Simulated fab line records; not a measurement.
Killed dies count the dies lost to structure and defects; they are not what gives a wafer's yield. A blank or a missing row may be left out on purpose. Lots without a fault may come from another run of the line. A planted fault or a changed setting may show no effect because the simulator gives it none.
Which tool is to blame? ; flow n5_finfet ; 9 lots with 27 wafers sampled at 3 steps, on a route of 1938 steps

## WHAT THE GAUGES SHOWED, per wafer
N5_BEOL_M6_OCD_MEAS_38.
lot;measured;on;trench_depth_nm (nm)
L981;day 11 19:47;ocd-01;94.6 93.6 95.4
L983;day 13 00:55;ocd-01;96.6 96.9 96.0
L993;day 14 04:29;ocd-02;0 0.2 0
L991;day 14 18:56;ocd-01;0 0 0
L988;day 14 16:07;ocd-01;0.1 0.1 0
L995;day 16 16:55;ocd-01;91.4 96.5 95.5
L999;day 16 21:03;ocd-02;95.8 96.7 96.3
L103;day 17 04:12;ocd-02;90.7 95.5 95.8
L102;day 17 21:46;ocd-01;96.2 95.3 95.9

## TOOL THAT RAN EACH LOT (tool first, then ch and the chambers of the sampled wafers, then the start)
lot;N5_BEOL_M6_STRIP_19;N5_BEOL_M6_TRENCH_ETCH_37
L981;rie_diel-03 ch 0,1,2, day 11 16:20;rie_diel-04 ch 0,1, day 11 19:38
L983;rie_diel-01 ch 1,3, day 12 22:29;rie_diel-04 ch 0,1, day 13 00:46
L993;rie_diel-03 ch 1,2, day 14 02:25;rie_diel-01 ch 0,1,3, day 14 04:20
L991;rie_diel-01 ch 1,2,3, day 14 17:52;rie_diel-01 ch 0,2, day 14 18:46
L988;rie_diel-03 ch 1,2,3, day 14 15:11;rie_diel-04 ch 0,1,3, day 14 15:58
L995;rie_diel-04 ch 0,1, day 16 14:47;rie_diel-04 ch 1,2,3, day 16 16:46
L999;rie_diel-03 ch 0,2, day 16 18:15;rie_diel-04 ch 0,1, day 16 20:53
L103;rie_diel-04 ch 0,1,2, day 17 01:34;rie_diel-01 ch 1,2, day 17 04:03
L102;rie_diel-03 ch 1,3, day 17 20:43;rie_diel-04 ch 0,1,2, day 17 21:37
- N5_BEOL_M6_STRIP_19: strips in O2.
- N5_BEOL_M6_TRENCH_ETCH_37: etches SiCOH lowk in C4F6/O2, target depth 94.435 nm, time 31.5 s.

## THE ANSWER, worked out from the rows above alone
Rule: usual is defined by the lots themselves. Put in order of their means at a reading, lots are off if they are a third of the lots or fewer, leave a main group of 4 or more, and stand apart from it by a gap of 3 or more times the standard deviation of the main group's means; of several such gaps the widest counts. Not used: any main group whose means are identical at the precision the tables above print for the reading. A lot without any number at a reading at which 4 lots or more have one is off too. Any other lot the step has rows for is counted as sound.
Off, at N5_BEOL_M6_OCD_MEAS_38 on trench_depth_nm: L993, L991, L988. Mean 95.3 nm and standard deviation 0.97 in the main group.
If a tool, at a process step before that reading, ran all the lots that are off and no sound lot after the first of them, it fits. Those tools and the gauges at N5_BEOL_M6_OCD_MEAS_38 are tried in the same way. None of those tried fits.

## WHAT THE SIMULATOR PUT IN
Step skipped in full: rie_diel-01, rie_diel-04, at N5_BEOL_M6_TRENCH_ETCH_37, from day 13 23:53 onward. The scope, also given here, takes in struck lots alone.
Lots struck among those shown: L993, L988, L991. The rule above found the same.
